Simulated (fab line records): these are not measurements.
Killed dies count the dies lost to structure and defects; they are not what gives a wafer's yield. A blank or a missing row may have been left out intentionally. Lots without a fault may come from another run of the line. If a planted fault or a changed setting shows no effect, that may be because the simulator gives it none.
Split-lot trial :: flow n5-finfet :: on a route of 1938 steps: 7 lots, 39 wafers read

## SPLIT DETAILS
At N5_BEOL_M4_DEP_57 (deposits SiCN from 3MS/NH3, target thk 8 nm, time 14 s), the setting target-thk-a was moved away from the recipe's 80 angstrom on 12 of the 39 wafers read, by -42.2% to +38.0%. This setting was run at the recipe's value on the other wafers.

The split's own step is where the reading is taken.

## THE READING
SiCN_of_BEOL_M4_DEP_57.thk-nm (the simulator's own value, which no gauge read), in nm, at N5_BEOL_M4_DEP_57 (deposits SiCN from 3MS/NH3, target thk 8 nm, time 14 s). The file does not state a usual value for it. Here, 27 wafers ran the recipe; their average is 8.1 nm with a standard deviation of 0.19 nm.

wafer: L075.1
tool, chamber at the split: pecvd-01, 0,1
target-thk-a as run, angstrom: 80
against the recipe: recipe
SiCN_of_BEOL_M4_DEP_57.thk-nm, nm: 8
against lot-mates on the recipe: -

wafer: L075.4
tool, chamber at the split: pecvd-01, 0,1
target-thk-a as run, angstrom: 80
against the recipe: recipe
SiCN_of_BEOL_M4_DEP_57.thk-nm, nm: 8
against lot-mates on the recipe: -

wafer: L075.2
tool, chamber at the split: pecvd-01, 1
target-thk-a as run, angstrom: 46.25
against the recipe: -42.2%
SiCN_of_BEOL_M4_DEP_57.thk-nm, nm: 4.4
against lot-mates on the recipe: -3.7

wafer: L075.3
tool, chamber at the split: pecvd-01, 2
target-thk-a as run, angstrom: 80
against the recipe: recipe
SiCN_of_BEOL_M4_DEP_57.thk-nm, nm: 8.4
against lot-mates on the recipe: -

wafer: L075.5
tool, chamber at the split: pecvd-01, 0
target-thk-a as run, angstrom: 46.25
against the recipe: -42.2%
SiCN_of_BEOL_M4_DEP_57.thk-nm, nm: 4.8
against lot-mates on the recipe: -3.3

wafer: L075.6
tool, chamber at the split: pecvd-01, 2
target-thk-a as run, angstrom: 46.25
against the recipe: -42.2%
SiCN_of_BEOL_M4_DEP_57.thk-nm, nm: 5
against lot-mates on the recipe: -3.1

wafer: L076.1
tool, chamber at the split: pecvd-01, 0
target-thk-a as run, angstrom: 54.67
against the recipe: -31.7%
SiCN_of_BEOL_M4_DEP_57.thk-nm, nm: 5.6
against lot-mates on the recipe: -2.7

wafer: L076.4
tool, chamber at the split: pecvd-01, 0
target-thk-a as run, angstrom: 54.67
against the recipe: -31.7%
SiCN_of_BEOL_M4_DEP_57.thk-nm, nm: 5.6
against lot-mates on the recipe: -2.7

wafer: L076.2
tool, chamber at the split: pecvd-01, 2
target-thk-a as run, angstrom: 80
against the recipe: recipe
SiCN_of_BEOL_M4_DEP_57.thk-nm, nm: 8.4
against lot-mates on the recipe: -

wafer: L076.6
tool, chamber at the split: pecvd-01, 2
target-thk-a as run, angstrom: 80
against the recipe: recipe
SiCN_of_BEOL_M4_DEP_57.thk-nm, nm: 8.4
against lot-mates on the recipe: -

wafer: L076.3
tool, chamber at the split: pecvd-01, 1
target-thk-a as run, angstrom: 54.67
against the recipe: -31.7%
SiCN_of_BEOL_M4_DEP_57.thk-nm, nm: 5.4
against lot-mates on the recipe: -2.9

wafer: L076.5
tool, chamber at the split: pecvd-01, 1
target-thk-a as run, angstrom: 80
against the recipe: recipe
SiCN_of_BEOL_M4_DEP_57.thk-nm, nm: 8
against lot-mates on the recipe: -

wafer: L079.1
tool, chamber at the split: pecvd-03, 0,2
target-thk-a as run, angstrom: 93.16
against the recipe: +16.4%
SiCN_of_BEOL_M4_DEP_57.thk-nm, nm: 9.2
against lot-mates on the recipe: +1.1

wafer: L079.3
tool, chamber at the split: pecvd-03, 0,2
target-thk-a as run, angstrom: 93.16
against the recipe: +16.4%
SiCN_of_BEOL_M4_DEP_57.thk-nm, nm: 9.2
against lot-mates on the recipe: +1.1

wafer: L079.2
tool, chamber at the split: pecvd-03, 1,0
target-thk-a as run, angstrom: 80
against the recipe: recipe
SiCN_of_BEOL_M4_DEP_57.thk-nm, nm: 8
against lot-mates on the recipe: -

wafer: L079.5
tool, chamber at the split: pecvd-03, 1,0
target-thk-a as run, angstrom: 80
against the recipe: recipe
SiCN_of_BEOL_M4_DEP_57.thk-nm, nm: 8
against lot-mates on the recipe: -

wafer: L079.4
tool, chamber at the split: pecvd-03, 1
target-thk-a as run, angstrom: 93.16
against the recipe: +16.4%
SiCN_of_BEOL_M4_DEP_57.thk-nm, nm: 9.4
against lot-mates on the recipe: +1.3

wafer: L079.6
tool, chamber at the split: pecvd-03, 2
target-thk-a as run, angstrom: 80
against the recipe: recipe
SiCN_of_BEOL_M4_DEP_57.thk-nm, nm: 8.2
against lot-mates on the recipe: -

wafer: L083.1
tool, chamber at the split: pecvd-03, 1
target-thk-a as run, angstrom: 80
against the recipe: recipe
SiCN_of_BEOL_M4_DEP_57.thk-nm, nm: 7.8
against lot-mates on the recipe: -

wafer: L083.2
tool, chamber at the split: pecvd-03, 0,2,1,2,0
target-thk-a as run, angstrom: 80
against the recipe: recipe
SiCN_of_BEOL_M4_DEP_57.thk-nm, nm: 8.2
against lot-mates on the recipe: -

wafer: L083.3
tool, chamber at the split: pecvd-03, 0,2,1,2,0
target-thk-a as run, angstrom: 80
against the recipe: recipe
SiCN_of_BEOL_M4_DEP_57.thk-nm, nm: 8.2
against lot-mates on the recipe: -

wafer: L083.4
tool, chamber at the split: pecvd-03, 0,2,1,2,0
target-thk-a as run, angstrom: 80
against the recipe: recipe
SiCN_of_BEOL_M4_DEP_57.thk-nm, nm: 8.2
against lot-mates on the recipe: -

wafer: L083.5
tool, chamber at the split: pecvd-03, 0,2,1,2,0
target-thk-a as run, angstrom: 80
against the recipe: recipe
SiCN_of_BEOL_M4_DEP_57.thk-nm, nm: 8.2
against lot-mates on the recipe: -

wafer: L083.6
tool, chamber at the split: pecvd-03, 0,2,1,2,0
target-thk-a as run, angstrom: 80
against the recipe: recipe
SiCN_of_BEOL_M4_DEP_57.thk-nm, nm: 8.2
against lot-mates on the recipe: -

wafer: L084.1
tool, chamber at the split: pecvd-02, 1
target-thk-a as run, angstrom: 80
against the recipe: recipe
SiCN_of_BEOL_M4_DEP_57.thk-nm, nm: 7.8
against lot-mates on the recipe: -

wafer: L084.3
tool, chamber at the split: pecvd-02, 1
target-thk-a as run, angstrom: 80
against the recipe: recipe
SiCN_of_BEOL_M4_DEP_57.thk-nm, nm: 7.8
against lot-mates on the recipe: -

wafer: L084.4
tool, chamber at the split: pecvd-02, 0
target-thk-a as run, angstrom: 80
against the recipe: recipe
SiCN_of_BEOL_M4_DEP_57.thk-nm, nm: 8
against lot-mates on the recipe: -

wafer: L087.1
tool, chamber at the split: pecvd-01, 0,1
target-thk-a as run, angstrom: 80
against the recipe: recipe
SiCN_of_BEOL_M4_DEP_57.thk-nm, nm: 8
against lot-mates on the recipe: -

wafer: L087.2
tool, chamber at the split: pecvd-01, 0,1
target-thk-a as run, angstrom: 80
against the recipe: recipe
SiCN_of_BEOL_M4_DEP_57.thk-nm, nm: 8
against lot-mates on the recipe: -

wafer: L087.3
tool, chamber at the split: pecvd-01, 2
target-thk-a as run, angstrom: 80
against the recipe: recipe
SiCN_of_BEOL_M4_DEP_57.thk-nm, nm: 8.4
against lot-mates on the recipe: -

wafer: L087.4
tool, chamber at the split: pecvd-01, 2
target-thk-a as run, angstrom: 80
against the recipe: recipe
SiCN_of_BEOL_M4_DEP_57.thk-nm, nm: 8.6
against lot-mates on the recipe: -

wafer: L087.5
tool, chamber at the split: pecvd-01, 1,0
target-thk-a as run, angstrom: 80
against the recipe: recipe
SiCN_of_BEOL_M4_DEP_57.thk-nm, nm: 8.2
against lot-mates on the recipe: -

wafer: L087.6
tool, chamber at the split: pecvd-01, 1,0
target-thk-a as run, angstrom: 80
against the recipe: recipe
SiCN_of_BEOL_M4_DEP_57.thk-nm, nm: 8.2
against lot-mates on the recipe: -

wafer: L089.1
tool, chamber at the split: pecvd-02, 0,2,0
target-thk-a as run, angstrom: 80
against the recipe: recipe
SiCN_of_BEOL_M4_DEP_57.thk-nm, nm: 8.2
against lot-mates on the recipe: -

wafer: L089.4
tool, chamber at the split: pecvd-02, 0,2,0
target-thk-a as run, angstrom: 80
against the recipe: recipe
SiCN_of_BEOL_M4_DEP_57.thk-nm, nm: 8.2
against lot-mates on the recipe: -

wafer: L089.6
tool, chamber at the split: pecvd-02, 0,2,0
target-thk-a as run, angstrom: 80
against the recipe: recipe
SiCN_of_BEOL_M4_DEP_57.thk-nm, nm: 8.2
against lot-mates on the recipe: -

wafer: L089.2
tool, chamber at the split: pecvd-02, 1,2
target-thk-a as run, angstrom: 110.4
against the recipe: +38.0%
SiCN_of_BEOL_M4_DEP_57.thk-nm, nm: 11
against lot-mates on the recipe: +2.8

wafer: L089.3
tool, chamber at the split: pecvd-02, 1,2
target-thk-a as run, angstrom: 110.4
against the recipe: +38.0%
SiCN_of_BEOL_M4_DEP_57.thk-nm, nm: 11
against lot-mates on the recipe: +2.8

wafer: L089.5
tool, chamber at the split: pecvd-02, 1
target-thk-a as run, angstrom: 110.4
against the recipe: +38.0%
SiCN_of_BEOL_M4_DEP_57.thk-nm, nm: 11.2
against lot-mates on the recipe: +3.0
The file does not say which wafer passed through which chamber wherever a row lists several chambers: such a row stands for several wafers.

FIT RESULTS
A straight line over all 39 wafers: SiCN_of_BEOL_M4_DEP_57.thk-nm changes by +0.079 nm for each +1% of target-thk-a; r = +0.99; the points scatter about the line by 0.2 nm.
The same after taking each lot's own level away (the mean of its wafers on the recipe; 39 wafers): +0.0796 nm for each +1%; r = +0.99; scatter 0.17 nm.
The reading moves by 3.4 nm for the largest change in target-thk-a, on that fit.
From 7.87 to 8.27 nm: that is the span of the lots' own levels, equal to 2.1 times the standard deviation above.
Hence the lot-to-lot level has little effect on the slope; both slopes agree.
Check: -3.34 nm against its lot-mates is what the line predicts for one of the wafers moved furthest among these (-42.2%) when that wafer is left out of the fit. It came out at -3.73 nm against them.

## FURTHER SPLITS ON THESE WAFERS
Other splits were also applied to these wafers ahead of the reading. Each is held against what the fit with the lots' levels taken away leaves over:
other split on the same wafers: N5_FIN_SAQP_HM_DEP_03 target-thk-a
wafers away from the commonest value: 12
r with SiCN_of_BEOL_M4_DEP_57.thk-nm (lot level and that fit taken away): -0.18

other split on the same wafers: N5_SD_EPI_N_EPI_21 time-s
wafers away from the commonest value: 15
r with SiCN_of_BEOL_M4_DEP_57.thk-nm (lot level and that fit taken away): -0.06

other split on the same wafers: N5_BEOL_M0_SAQP_PECVD_00 time-s
wafers away from the commonest value: 15
r with SiCN_of_BEOL_M4_DEP_57.thk-nm (lot level and that fit taken away): -0.09

other split on the same wafers: N5_BEOL_M1_ILD_DEP_00 target-thk-a
wafers away from the commonest value: 9
r with SiCN_of_BEOL_M4_DEP_57.thk-nm (lot level and that fit taken away): -0.11

other split on the same wafers: N5_BEOL_M2_VIA_ETCH_34 target-depth-a
wafers away from the commonest value: 9
r with SiCN_of_BEOL_M4_DEP_57.thk-nm (lot level and that fit taken away): +0.21

## THE FILE'S OWN FIT
SiCN_of_BEOL_M4_DEP_57.thk-nm changes by +0.0798 nm for each +1% of target-thk-a, r = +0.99.
